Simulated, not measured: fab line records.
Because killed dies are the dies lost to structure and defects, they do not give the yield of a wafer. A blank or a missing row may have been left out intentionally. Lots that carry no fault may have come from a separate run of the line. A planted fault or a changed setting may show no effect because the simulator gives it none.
fab line records    flow n5-finfet    part 2 of 2: steps 9 to 9 of 9
[record] lots = 9  wafers = 24  last-day = 17
route steps=1938 shown FIN_SAQP@118 STI_FIN_REVEAL@207 BEOL_M4@1111 PASSIVATION@1936
lots that met no fault: from a run of the same line without faults
start-h: hours from the record's first day to the start of the lot's first wafer shown    wait-h: hours from the lot's prior step to this one    " as in the row above    L1.1+2: a single row standing in for several wafers    - value missing, or start not given    * or withheld: withheld    < > ~ a bound
route shown NAME@n: names a module that has steps shown in the file, with the first one's number in the route    usual: mean/standard deviation taken from wafers without a fault    same: alike in all rows    chamber/n: place in a boat    sites: the reading at each site    _std_site: the values' standard deviation    _edge_site: inner sites' mean taken away from outer sites' mean    radius-mm: for every site, how far away it sits from the centre of the wafer    mask NAME#n: copy n    behind: the tool/chamber that last shaped the wafer    hold: what put the lot on hold/how long, in hours/how the hold closed    device: which transistor (n, p or np) failed to switch    end of line: at the end of the route, the tests of the same wafers    for a step that has no rows: nothing shown but its recipe    killed: not the wafer's yield, but the dies lost to structure and defects at the first sort    map: a wafer's dies, x killed, . not, _ none there
set.NAME: setting as actually run; set.NAME@STEP: the setting as run at that earlier step    model.NAME: the simulator's own value behind a step, which no gauge read
route steps across a sampled set of lots; one table per step, one row per wafer
services: the hour from which a tool's chamber was out of use, counted from the record's first day as start-h (under 0 if before that day), plus the number of hours and why
[[steps]]
[step N5_PASSIVATION_PROBE_49]
[usual] defect-limited-yield = 91.5/1.5  killed_at_M0_to_M3 = 32/10  killed_at_M4_up = 13/4.9  killed-at-contacts = 13/6.1  killed-at-front-end = 38/11  killed-at-other = 3/3.2  killed-dies = 101/18  killed-open = 66/13  killed-short = 32/8.3  sort_bin_4_leakage = 0.00/0.018  sort_bin_5_function = 5.0/1  sort_bin_6_memory = 3.2/0.74  sort_bin_8_speed = 0.1/1.1  sort-n-pass = 1078/22  sort-yield-pct = 91.3/1.9
[same] gross-dies = 1180  killed-at-back-side = 0
lot.wafer  tool       chamber  start-h  wait-h  defect-limited-yield[%]  killed_at_M0_to_M3  killed_at_M4_up  killed-at-contacts  killed-at-front-end  killed-at-other  killed-dies  killed-open  killed-short  sort_bin_4_leakage[%]  sort_bin_5_function[%]  sort_bin_6_memory[%]  sort_bin_8_speed[%]  sort-n-pass  sort-yield-pct[%]
L371.3     prober-01  -        268.89   0.1     94.1                     14                  4                10                  40                   2                70           39           29            0                      3.0                     2.5                   0                    1110         94.1
L371.4     prober-01  -        268.94   0.2     93.0                     13                  17               18                  30                   5                83           50           27            0                      5.3                     1.6                   0                    1097         93.0
L371.5     prober-01  -        268.99   0.2     92.8                     14                  11               18                  41                   1                85           58           26            0                      4.8                     2.3                   0                    1095         92.8
L372.1     prober-01  -        281.43   0.0     91.6                     27                  17               13                  42                   0                99           66           28            0                      4.7                     3.6                   0.1                  1080         91.5
L372.2     prober-01  -        281.48   0.1     91.6                     28                  11               19                  38                   3                99           59           32            0                      4.2                     4.0                   0                    1081         91.6
L372.3     prober-01  -        281.53   0.1     92.5                     35                  11               11                  31                   1                89           58           28            0                      4.6                     2.6                   0                    1091         92.5
L373.3     prober-01  -        285.05   0.1     93.1                     30                  10               19                  21                   2                82           55           26            0                      4.3                     2.5                   0                    1098         93.1
L373.4     prober-01  -        285.10   0.2     94.9                     14                  9                12                  25                   0                60           37           19            0.08                   2.9                     1.9                   0                    1119         94.8
L373.5     prober-01  -        285.15   0.2     92.6                     31                  13               16                  25                   2                87           64           23            0                      4.4                     2.6                   0                    1093         92.6
L375.2     prober-02  -        299.39   0.1     91.2                     27                  18               15                  36                   8                104          65           36            0                      5.5                     2.9                   0                    1076         91.2
L375.3     prober-02  -        299.44   0.1     87.5                     29                  14               36                  60                   8                147          81           58            0                      6.2                     5.5                   0                    1033         87.5
L375.4     prober-02  -        299.49   0.2     91.4                     24                  18               13                  41                   6                102          74           22            0                      4.7                     3.7                   0                    1078         91.4
L380.3     prober-02  -        335.45   0.1     90.3                     32                  7                8                   64                   4                115          73           40            0                      6.4                     2.6                   0                    1065         90.3
L380.5     prober-02  -        335.55   0.2     91.1                     32                  9                6                   54                   4                105          68           36            0                      5.4                     3.1                   0                    1075         91.1
L385.4     prober-01  -        386.55   0.2     90.8                     27                  20               15                  44                   2                108          67           41            0                      4.7                     4.2                   0                    1072         90.8
L385.5     prober-01  -        386.60   0.2     92.4                     25                  18               5                   39                   3                90           49           38            0                      4.0                     3.2                   0                    1090         92.4
L386.4     prober-01  -        386.88   0.2     91.4                     23                  11               15                  51                   1                101          68           32            0                      5.3                     3.1                   0                    1079         91.4
L386.5     prober-01  -        386.93   0.2     91.4                     26                  24               7                   43                   2                102          61           40            0                      5.2                     3.1                   0                    1078         91.4
L386.6     prober-01  -        386.98   0.3     89.7                     37                  16               7                   53                   8                121          83           36            89.75                  6.2                     3.7                   0                    0            0
L388.1     prober-02  -        392.76   0.5     90.6                     35                  8                23                  33                   12               111          70           41            90.59                  6.1                     3.1                   0                    0            0
L388.2     prober-02  -        392.81   0.5     90.3                     42                  10               12                  49                   1                114          68           45            0                      5.0                     4.2                   0.1                  1066         90.3
L388.5     prober-02  -        392.96   0.7     93.1                     21                  6                11                  34                   9                81           57           24            0.08                   4.4                     2.5                   0                    1098         93.1
L390.4     prober-01  -        402.40   0.2     91.0                     36                  16               10                  42                   2                106          77           28            0                      5.6                     3.2                   0                    1074         91.0
L390.6     prober-01  -        402.50   0.3     90.4                     34                  23               9                   37                   10               113          78           31            90.42                  5.1                     3.7                   0                    0            0
// killed by level:class
L371.3 FIN_SAQP:geometric-particle:short=13 FIN_SAQP:geometric-particle:open=7 STI_FIN_REVEAL:geometric-particle:open=7 MOL_CONTACT_COAG:geometric-particle:short=5 MOL_CONTACT_COAG:geometric-particle:open=5 BEOL_M0_SAQP:geometric-particle:open=4 BEOL_M3:geometric-particle:open=3 STARTING-WAFER:geometric-particle:short=3
L371.4 MOL_CONTACT_COAG:geometric-particle:open=14 FIN_SAQP:geometric-particle:open=7 BEOL_M4:geometric-particle:open=6 FIN_SAQP:geometric-particle:short=5 STI_FIN_REVEAL:geometric-particle:open=5 MOL_CONTACT_COAG:geometric-particle:short=4 BEOL_M3:geometric-particle:open=4 PASS1_CAP:geometric-particle:short=3
L371.5 FIN_SAQP:geometric-particle:open=15 MOL_CONTACT_COAG:geometric-particle:open=14 FIN_SAQP:geometric-particle:short=8 STI_FIN_REVEAL:geometric-particle:open=5 MOL_CONTACT_COAG:geometric-particle:short=4 BEOL_M0_SAQP:geometric-particle:open=4 STI_FIN_REVEAL:geometric-particle:short=3 BEOL_M3:geometric-particle:open=3
L372.1 FIN_SAQP:geometric-particle:open=10 MOL_CONTACT_COAG:geometric-particle:open=9 STI_FIN_REVEAL:geometric-particle:open=7 BEOL_M0_SAQP:geometric-particle:short=7 BEOL_M1:geometric-particle:open=7 BEOL_M2:geometric-particle:open=6 BEOL_M4:geometric-particle:open=6 STARTING-WAFER:geometric-particle:open=6
L372.2 MOL_CONTACT_COAG:geometric-particle:open=14 FIN_SAQP:geometric-particle:open=11 STI_FIN_REVEAL:geometric-particle:short=6 STI_FIN_REVEAL:geometric-particle:open=6 FIN_SAQP:geometric-particle:short=5 BEOL_M1:geometric-particle:open=5 BEOL_M1:geometric-particle:short=5 MOL_CONTACT_COAG:geometric-particle:short=4
L372.3 STI_FIN_REVEAL:geometric-particle:open=11 BEOL_M1:geometric-particle:open=8 MOL_CONTACT_COAG:geometric-particle:open=8 BEOL_M0_SAQP:geometric-particle:short=7 BEOL_M0_SAQP:geometric-particle:open=6 GATE_CUT:geometric-particle:open=5 GATE_CUT:geometric-particle:short=4 BEOL_M2:geometric-particle:open=4
L373.3 MOL_CONTACT_COAG:geometric-particle:open=17 BEOL_M2:geometric-particle:open=7 FIN_SAQP:geometric-particle:short=5 STI_FIN_REVEAL:geometric-particle:open=5 BEOL_M0_SAQP:geometric-particle:short=5 FIN_SAQP:geometric-particle:open=4 BEOL_M1:geometric-particle:open=4 BEOL_M2:geometric-particle:short=4
L373.4 MOL_CONTACT_COAG:geometric-particle:open=7 FIN_SAQP:geometric-particle:short=5 STI_FIN_REVEAL:geometric-particle:open=5 BEOL_M2:geometric-particle:open=5 BEOL_M0_SAQP:geometric-particle:open=4 FIN_SAQP:geometric-particle:open=3 MOL_CONTACT_COAG:geometric-particle:short=3 STARTING-WAFER:geometric-particle:open=3
L373.5 MOL_CONTACT_COAG:geometric-particle:open=11 BEOL_M1:geometric-particle:open=9 BEOL_M0_SAQP:geometric-particle:open=8 DUMMY_GATE:geometric-particle:open=5 MOL_CONTACT_COAG:geometric-particle:short=5 BEOL_M2:geometric-particle:open=5 BEOL_M4:geometric-particle:open=5 STI_FIN_REVEAL:geometric-particle:open=4
L375.2 MOL_CONTACT_COAG:geometric-particle:open=12 BEOL_M0_SAQP:geometric-particle:open=11 FIN_SAQP:geometric-particle:short=10 BEOL_M0_SAQP:geometric-particle:short=8 BEOL_M4:geometric-particle:open=8 FIN_SAQP:geometric-particle:open=7 STI_FIN_REVEAL:geometric-particle:open=7 BEOL_M5:geometric-particle:open=5
L375.3 MOL_CONTACT_COAG:geometric-particle:open=27 FIN_SAQP:geometric-particle:short=16 FIN_SAQP:geometric-particle:open=14 MOL_CONTACT_COAG:geometric-particle:short=7 BEOL_M0_SAQP:geometric-particle:short=7 BEOL_M0_SAQP:geometric-particle:open=7 DUMMY_GATE:geometric-particle:open=5 BEOL_M1:geometric-particle:open=5
L375.4 MOL_CONTACT_COAG:geometric-particle:open=12 FIN_SAQP:geometric-particle:open=10 FIN_SAQP:geometric-particle:short=8 DUMMY_GATE:geometric-particle:open=7 BEOL_M2:geometric-particle:open=7 STI_FIN_REVEAL:geometric-particle:open=6 BEOL_M1:geometric-particle:open=4 BEOL_M4:geometric-particle:open=4
L380.3 FIN_SAQP:geometric-particle:short=14 FIN_SAQP:geometric-particle:open=13 GATE_CUT:geometric-particle:open=8 GATE_CUT:geometric-particle:short=7 BEOL_M0_SAQP:geometric-particle:open=6 BEOL_M1:geometric-particle:open=6 BEOL_M2:geometric-particle:open=6 STI_FIN_REVEAL:geometric-particle:open=5
L380.5 FIN_SAQP:geometric-particle:open=17 FIN_SAQP:geometric-particle:short=12 BEOL_M0_SAQP:geometric-particle:open=11 GATE_CUT:geometric-particle:short=7 BEOL_M0_SAQP:geometric-particle:short=6 BEOL_M1:geometric-particle:open=6 GATE_CUT:geometric-particle:open=4 MOL_CONTACT_COAG:geometric-particle:open=4
L385.4 FIN_SAQP:geometric-particle:short=11 FIN_SAQP:geometric-particle:open=11 MOL_CONTACT_COAG:geometric-particle:open=11 DUMMY_GATE:geometric-particle:open=7 BEOL_M0_SAQP:geometric-particle:short=5 BEOL_M3:geometric-particle:open=5 MOL_CONTACT_COAG:geometric-particle:short=4 BEOL_M0:geometric-particle:short=4
L385.5 FIN_SAQP:geometric-particle:short=10 BEOL_M1:geometric-particle:open=8 DUMMY_GATE:geometric-particle:open=5 BEOL_M4:geometric-particle:open=5 BEOL_M5:geometric-particle:open=5 FIN_SAQP:geometric-particle:open=4 STI_FIN_REVEAL:geometric-particle:short=4 BEOL_M0_SAQP:geometric-particle:open=4
L386.4 STI_FIN_REVEAL:geometric-particle:open=13 MOL_CONTACT_COAG:geometric-particle:open=13 FIN_SAQP:geometric-particle:short=8 STARTING-WAFER:geometric-particle:open=6 FIN_SAQP:geometric-particle:open=5 BEOL_M0:geometric-particle:open=5 STI_FIN_REVEAL:geometric-particle:short=4 BEOL_M0_SAQP:geometric-particle:short=4
L386.5 BEOL_M4:geometric-particle:open=11 FIN_SAQP:geometric-particle:short=10 BEOL_M2:geometric-particle:open=9 STI_FIN_REVEAL:geometric-particle:open=9 MOL_CONTACT_COAG:geometric-particle:open=6 BEOL_M4:geometric-particle:short=6 FIN_SAQP:geometric-particle:open=5 STARTING-WAFER:geometric-particle:short=5
L386.6 BEOL_M2:geometric-particle:open=14 FIN_SAQP:geometric-particle:short=12 STI_FIN_REVEAL:geometric-particle:open=12 FIN_SAQP:geometric-particle:open=10 BEOL_M3:geometric-particle:open=8 BEOL_M5:geometric-particle:open=5 BEOL_M4:geometric-particle:open=5 MOL_CONTACT_COAG:geometric-particle:open=4
L388.1 MOL_CONTACT_COAG:geometric-particle:open=19 BEOL_M1:geometric-particle:open=12 STI_FIN_REVEAL:geometric-particle:open=8 BEOL_M1:geometric-particle:short=8 BEOL_M2:geometric-particle:open=5 MOL_CONTACT_COAG:geometric-particle:short=4 MIM_TOP_ETCH:geometric-particle:open=4 STARTING-WAFER:geometric-particle:short=4
L388.2 BEOL_M2:geometric-particle:open=12 GATE_CUT:geometric-particle:short=10 STI_FIN_REVEAL:geometric-particle:open=9 DUMMY_GATE:geometric-particle:open=8 MOL_CONTACT_COAG:geometric-particle:open=8 BEOL_M1:geometric-particle:short=8 BEOL_M1:geometric-particle:open=7 FIN_SAQP:geometric-particle:short=6
L388.5 MOL_CONTACT_COAG:geometric-particle:open=10 BEOL_M1:geometric-particle:open=7 STI_FIN_REVEAL:geometric-particle:open=6 DUMMY_GATE:geometric-particle:open=6 FIN_SAQP:geometric-particle:short=5 STARTING-WAFER:geometric-particle:open=5 BEOL_M0:geometric-particle:open=4 GATE_CUT:geometric-particle:short=3
L390.4 FIN_SAQP:geometric-particle:open=15 BEOL_M1:geometric-particle:open=11 BEOL_M4:geometric-particle:open=10 FIN_SAQP:geometric-particle:short=9 MOL_CONTACT_COAG:geometric-particle:open=9 BEOL_M0_SAQP:geometric-particle:open=9 STARTING-WAFER:geometric-particle:open=5 BEOL_M0_SAQP:geometric-particle:short=4
L390.6 BEOL_M0_SAQP:geometric-particle:open=10 BEOL_M4:geometric-particle:open=10 FIN_SAQP:geometric-particle:short=8 MOL_CONTACT_COAG:geometric-particle:open=8 STARTING-WAFER:geometric-particle:open=6 BEOL_M1:geometric-particle:open=6 BEOL_M2:geometric-particle:open=6 MIM_TOP_ETCH:geometric-particle:open=6
[[services]]
tool         chamber  start-h  hours  kind
rie-diel-04  -        10.94    0.7    repair
ald-sin-03   3        14.60    34.6   repair
ald-sin-01   3        24.10    2.5    repair
rie-si-01    2        26.27    -      clean
rie-si-01    2        26.27    -      consumable-replace:focus-ring
rie-si-01    2        26.27    17.4   scheduled-down
rie-si-01    2        26.27    17.4   vent-cycle
rie-si-02    3        56.79    51.3   repair
ald-sin-01   0        56.98    3.5    repair
rie-diel-04  2        84.75    13.7   repair
ald-sin-01   -        86.31    14.0   pm
ald-sin-01   0        86.31    14.0   vent-cycle
ald-sin-01   1        86.31    14.0   vent-cycle
ald-sin-01   2        86.31    14.0   vent-cycle
ald-sin-01   3        86.31    14.0   vent-cycle
ald-sin-01   0        100.31   -      clean
ald-sin-01   1        100.31   -      clean
ald-sin-01   2        100.31   -      clean
ald-sin-01   3        100.31   -      clean
rie-diel-01  0        114.92   6.0    repair
ald-sin-01   0        116.62   14.9   repair
rie-si-04    2        144.24   -      clean
rie-si-04    2        144.24   35.7   scheduled-down
rie-si-04    2        144.24   35.7   vent-cycle
[[key]]
[first-sign] step = N5_FIN_SAQP_CD_MEAS_31  reading = cd-nm  direction = up  sigmas = 14  usual = 8.14  struck = 11.48
[effect] step = N5_FIN_SAQP_CD_MEAS_37  reading = cd-nm  direction = up  sigmas = 12  usual = 8.10  struck = 11.59
[effect] step = N5_STI_FIN_REVEAL_CD_MEAS_22  reading = cd-nm  direction = up  sigmas = 11  usual = 6.2  struck = 9.6
[effect] step = N5_BEOL_M4_RC_MEAS_101  reading = IOFF_N  direction = up  sigmas = 79  usual = 0.16  struck = 3.22
[effect] step = N5_BEOL_M4_RC_MEAS_101  reading = IOFF_N_LIN  direction = up  sigmas = 58  usual = 0.075  struck = 0.927
[effect] step = N5_BEOL_M4_RC_MEAS_101  reading = IOFF_N_85C  direction = up  sigmas = 57  usual = 3.1  struck = 38.9
[effect] step = N5_BEOL_M4_RC_MEAS_101  reading = IOFF_P  direction = up  sigmas = 43  usual = 0.22  struck = 2.25
[effect] step = N5_BEOL_M4_RC_MEAS_101  reading = IOFF_P_85C  direction = up  sigmas = 34  usual = 3.7  struck = 26.6
[effect] step = N5_BEOL_M4_RC_MEAS_101  reading = IOFF_P_LIN  direction = up  sigmas = 28  usual = 0.101  struck = 0.571
[effect] step = N5_BEOL_M4_RC_MEAS_101  reading = VT_N  direction = down  sigmas = 14  usual = 250  struck = 199
[effect] step = N5_BEOL_M4_RC_MEAS_101  reading = VT_N_LVT  direction = down  sigmas = 13  usual = 99  struck = 49
[effect] step = N5_BEOL_M4_RC_MEAS_101  reading = ION_N  direction = up  sigmas = 10  usual = 675  struck = 829
[effect] step = N5_BEOL_M4_RC_MEAS_101  reading = DIBL_N  direction = up  sigmas = 9.6  usual = 36.2  struck = 57.4
[effect] step = N5_BEOL_M4_RC_MEAS_101  reading = DIBL_P  direction = up  sigmas = 9.4  usual = 36.5  struck = 64.6
[effect] step = N5_BEOL_M4_RC_MEAS_101  reading = VT_P_LVT  direction = up  sigmas = 9.3  usual = -99  struck = -67
[effect] step = N5_PASSIVATION_PROBE_49  reading = sort_bin_4_leakage  direction = up  sigmas = 99+  usual = 0.00  struck = 90.25
met-at N5_FIN_SAQP_SPACER2_ALD_28
struck-lots L386,L388,L390
struck-wafers L386.6,L388.1,L390.6
not-acting-at N5_FIN_SAQP_HM_OPEN_73,N5_FIN_SAQP_MANDREL1_REMOVE_56,N5_FIN_SAQP_ETCH_64
onset-between 116.17 122.05
[fault] kind = process-parameter-drift  tool = ald-sin-01  chamber = -  onset-h = 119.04  steps = N5_FIN_SAQP_SPACER2_ALD_28  channel = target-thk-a  offset = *  shape = step  end-h = 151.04  scope = struck-wafers-only  acts-in = *  stated = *
